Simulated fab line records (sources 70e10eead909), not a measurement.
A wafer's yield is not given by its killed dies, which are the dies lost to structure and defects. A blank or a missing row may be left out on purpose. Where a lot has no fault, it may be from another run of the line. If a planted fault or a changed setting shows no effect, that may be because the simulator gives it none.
fab line records -- flow nand-harc
[record] lots = 6, wafers = 18, last-day = 23
route steps=1159 shown A_CONTACT@882
lots that met no fault: taken from a fault-free run of the same line
start-h: start of the lot's first displayed wafer, in hours after the record's first day -- wait-h: how many hours have passed since the lot's step before this one -- " repeats the value in the row above -- L1.1+2: one row covering several wafers at once -- - value missing, or start not given -- * or withheld: withheld -- < > ~ a bound
route shown NAME@n: a module of which the file shows steps, and the number in the route of the first -- usual: the fault-free wafers' mean and standard deviation -- same: alike in all rows -- chamber/n: place in a boat -- sites: the reading at each site -- _std_site: standard deviation of those values -- _edge_site: outer sites' mean less inner sites' -- radius-mm: how far each site lies from the wafer's centre -- mask NAME#n: copy n -- behind: the tool/chamber that last shaped the wafer -- hold: reason for holding the lot/hours on hold/outcome of the hold -- device: the n, p or np transistor that did not switch -- end of line: tests run on the same wafers once the route is complete -- a step with no rows: only its recipe -- killed: not the wafer's yield, but the dies lost to structure and defects at the first sort -- map: shows each die of a wafer: x if killed, . if not, _ if none is there
set.NAME: the setting that was run; set.NAME@STEP: the one run at that earlier step -- model.NAME: the simulator's own value behind a step, which no gauge read
certain route steps with their lots: each step a table, each wafer a row
services: from which hour (start-h, from the record's first day; less than 0 if before it) a tool's chamber was out of use, for how many hours, and why
[[steps]]
[step NHARC_A_CONTACT_STRIP_55]
[recipe] o2-flow-sccm = 500, ar-flow-sccm = 0, bias-w = 0, chemistry = O2
[usual] drypump-motor-current-A = 5.9/0.39, mfc-ar-sccm = 0.009/0.014, oes-product-au = 1.001/0.013, rf-vpp-V = 57.8/0.86, showerhead-plenum-p-Torr = 3.54/0.18, throttle-valve-pct = 17.036/0.0094
lot.wafer,tool,chamber,start-h,wait-h,drypump-motor-current-A,mfc-ar-sccm,oes-product-au,rf-hours-counter-h,rf-vpp-V,showerhead-plenum-p-Torr,throttle-valve-pct
L245.3,rie-diel-11,3,-,-,6.6,0,1.001,12,57.7,3.30,17.033
L245.5,rie-diel-11,2,-,-,6.1,0.001,1.005,-,58.1,3.76,17.026
L245.6,rie-diel-11,3,-,-,6.6,0,1.015,-,57.8,3.30,17.014
L246.4,rie-diel-12,1,-,-,5.9,0.043,0.979,12,58.5,3.77,17.023
L246.2,rie-diel-12,3,-,-,5.6,0,0.987,13,58.5,3.61,17.047
L246.6,rie-diel-12,1,-,-,5.9,0.043,0.975,-,58.5,3.77,17.037
L247.2,rie-diel-03,1,-,-,6.0,0,0.998,5,57.3,3.30,17.049
L247.4,rie-diel-03,2,-,-,5.6,0.020,0.990,4,59.1,3.69,17.038
L247.6,rie-diel-03,0,-,-,5.9,0.008,1.011,-,56.7,3.49,17.045
L254.2,rie-diel-03,1,-,-,6.0,0,1.000,11,56.0,3.30,17.042
L254.4,rie-diel-03,2,-,-,5.6,0.020,0.988,9,59.5,3.69,17.054
L254.5,rie-diel-03,0,-,-,5.9,0.008,0.989,-,57.4,3.49,17.042
L257.4,rie-diel-03,2,-,-,5.5,0.020,0.994,10,57.6,3.69,17.027
L257.3,rie-diel-03,3,-,-,6.7,0,1.011,10,58.4,3.42,17.040
L257.5,rie-diel-03,2,-,-,5.5,0.020,0.998,-,58.0,3.69,17.055
L256.2,rie-diel-12,2,-,-,5.3,0,1.003,34,56.3,3.32,17.044
L256.5,rie-diel-12,2,-,-,5.3,0,1.005,-,57.3,3.32,17.026
L256.6,rie-diel-12,3,-,-,5.5,0,0.995,-,57.9,3.60,17.035
[step NHARC_A_CONTACT_STRIP_56]
[recipe] time-s = 600, temp-c = 30, chemistry = post-etch-residue-remover
[step NHARC_A_CONTACT_DEP_57]
[recipe] target-thk-a = 28000, temp-c = 400, material = aC
[usual] throttle-valve-pct = 35.000/0.0092
lot.wafer,tool,chamber,start-h,wait-h,throttle-valve-pct
L245.3,acl-dep-02,0,417.05,-,34.991
L245.5,acl-dep-02,0,417.05,-,35.011
L245.6,acl-dep-02,0,417.05,-,35.006
L246.2,acl-dep-01,0,426.63,-,35.011
L246.4,acl-dep-01,0,426.63,-,34.993
L246.6,acl-dep-01,0,426.63,-,35.005
L247.2,acl-dep-03,0,426.96,-,35.009
L247.4,acl-dep-03,0,426.96,-,35.005
L247.6,acl-dep-03,0,426.96,-,34.999
L254.2,acl-dep-02,0,464.14,-,35.005
L254.4,acl-dep-02,0,464.14,-,35.008
L254.5,acl-dep-02,0,464.14,-,35.003
L257.3,acl-dep-02,0,468.05,-,35.012
L257.4,acl-dep-02,0,468.05,-,35.003
L257.5,acl-dep-02,0,468.05,-,35.010
L256.2,acl-dep-02,0,480.48,-,34.984
L256.5,acl-dep-02,0,480.48,-,35.017
L256.6,acl-dep-02,0,480.48,-,35.004
[step NHARC_A_CONTACT_DEP_58]
[recipe] target-thk-a = 600, target-thk-nm = 60, temp-c = 400, pressure-torr = 3.5, flow-sccm = 200, rf-w = 350, material = SiON
[usual] chamber-pressure-Torr = 3.499/0.0078, heater-power-w = 739/110
lot.wafer,tool,chamber,start-h,wait-h,chamber-pressure-Torr,heater-power-w
L245.3,pecvd-04,1,418.36,1.0,3.511,897
L245.6,pecvd-04,2,418.36,1.0,3.507,713
L245.5,pecvd-04,0,418.36,1.0,3.494,717
L246.2,pecvd-04,0,428.18,1.3,3.499,809
L246.4,pecvd-04,2,428.18,1.3,3.485,683
L246.6,pecvd-04,0,428.18,1.3,3.500,820
L247.2,pecvd-03,2,428.49,1.2,3.484,783
L247.6,pecvd-03,2,428.49,1.2,3.504,783
L247.4,pecvd-03,0,428.49,1.2,3.501,862
L254.2,pecvd-04,2,465.60,1.2,3.495,623
L254.5,pecvd-04,0,465.60,1.2,3.497,693
L254.4,pecvd-04,1,465.60,1.2,3.499,766
L257.3,pecvd-03,0,469.24,0.9,3.490,854
L257.5,pecvd-03,0,469.24,0.9,3.505,855
L257.4,pecvd-03,1,469.24,0.9,3.499,727
L256.2,pecvd-04,0,481.93,1.2,3.492,749
L256.6,pecvd-04,0,481.93,1.2,3.500,749
L256.5,pecvd-04,1,481.93,1.2,3.499,842
[step NHARC_A_CONTACT_DEHYDRATE_59]
[recipe] temp-c = 150, time-s = 120
[step NHARC_A_CONTACT_HMDS_60]
[recipe] time-s = 30
[step NHARC_A_CONTACT_COAT_61]
[recipe] temp-c = 260, time-s = 75
[step NHARC_A_CONTACT_COAT_62]
[recipe] temp-c = 225, time-s = 65
[step NHARC_A_CONTACT_COAT_63]
[recipe] spin-rpm = 1500, resist-thk-nm = 90
[step NHARC_A_CONTACT_SOFTBAKE_64]
[recipe] temp-c = 105, time-s = 55
[step NHARC_A_CONTACT_EBR_65]
[step NHARC_A_CONTACT_EXPOSE_66]
[recipe] na = 1.35, sigma-outer = 0.8, dose-mj = 59.02, mask-id = A_CC_2
[step NHARC_A_CONTACT_PEB_67]
[recipe] peb-temp-c = 100, peb-time-s = 65
[usual] chill-plate-temp-C = 23.01/0.13, exhaust-pa = 45.0/0.9
lot.wafer,tool,chamber,start-h,wait-h,chill-plate-temp-C,exhaust-pa
L245.3,litho-track-06,-,418.89,0.0,-,-
L245.5,litho-track-06,-,418.89,0.0,-,-
L245.6,litho-track-06,-,418.89,0.0,-,-
L246.2,litho-track-06,-,428.91,0.1,-,-
L246.4,litho-track-06,-,428.91,0.1,-,-
L246.6,litho-track-06,-,428.91,0.1,-,-
L247.2,litho-track-01,0,429.10,0.1,22.97,43.8
L247.4,litho-track-01,0,429.10,0.1,23.04,44.0
L247.6,litho-track-01,0,429.10,0.1,22.83,43.8
L254.2,litho-track-06,0,466.24,0.1,22.75,44.5
L254.4,litho-track-06,0,466.24,0.1,22.92,43.8
L254.5,litho-track-06,0,466.24,0.1,23.01,45.5
L257.3,litho-track-01,0,469.86,0.0,22.96,45.5
L257.4,litho-track-01,0,469.86,0.0,23.15,47.0
L257.5,litho-track-01,0,469.86,0.0,23.05,45.4
L256.2,litho-track-04,0,482.58,0.1,22.94,45.8
L256.5,litho-track-04,0,482.58,0.1,22.77,46.5
L256.6,litho-track-04,0,482.58,0.1,22.92,43.5
[step NHARC_A_CONTACT_DEVELOP_68]
[recipe] develop-time-s = 35, dev-temp-c = 23
[[services]]
tool,chamber,start-h,hours,kind
pecvd-04,0,389.03,-,clean
pecvd-04,1,389.03,-,clean
pecvd-04,2,389.03,-,clean
rie-diel-03,-,392.30,9.0,pm
rie-diel-03,0,392.30,9.0,vent-cycle
rie-diel-03,1,392.30,9.0,vent-cycle
rie-diel-03,2,392.30,9.0,vent-cycle
rie-diel-03,3,392.30,9.0,vent-cycle
pecvd-04,0,397.12,12.1,repair
rie-diel-03,0,401.30,-,clean
rie-diel-03,1,401.30,-,clean
rie-diel-03,2,401.30,-,clean
rie-diel-03,3,401.30,-,clean
acl-dep-03,-,406.05,13.0,pm
pecvd-03,-,407.82,2.8,repair
rie-diel-12,0,411.76,5.7,repair
pecvd-04,1,423.40,20.0,repair
rie-diel-03,0,425.80,-,clean
pecvd-04,-,438.43,3.3,repair
litho-track-01,-,443.00,7.0,pm
rie-diel-11,2,465.19,1.2,repair
litho-track-06,-,467.00,7.0,pm
pecvd-03,-,473.90,13.0,pm
acl-dep-01,-,476.30,13.0,pm
[[key]]
[first-sign] step = NHARC_A_CONTACT_PEB_67, reading = tool-record, direction = missing
effect none on later readings
met-at NHARC_A_CONTACT_PEB_67
struck-wafers L245.3,L245.5,L245.6,L246.2,L246.4,L246.6
later-rows-left-out L245.3,L245.5,L245.6,L246.2,L246.4,L246.6
sort-left-out L245.3,L245.5,L245.6,L246.2,L246.4,L246.6
tester-left-out L245,L246
[fault] kind = skipped-step-whole, tool = litho-track-06, chamber = -, onset-h = 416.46, steps = NHARC_A_CONTACT_PEB_67, scope = struck-lots-only
// tester-left-out: of these lots the tester's yield and bins aren't shown, on N5 and GAA mostly nor the transistor test; their killed dies are dies lost to structure and defects alone, not to doping, threshold or leakage, so they don't give the yield
// sort-left-out: the simulated sort isn't trusted on such a fault, so these wafers' sort isn't shown, and their yield isn't known
// later-rows-left-out: the simulator's readings of these wafers behind a module that went badly wrong aren't trusted and aren't shown, but for the sort
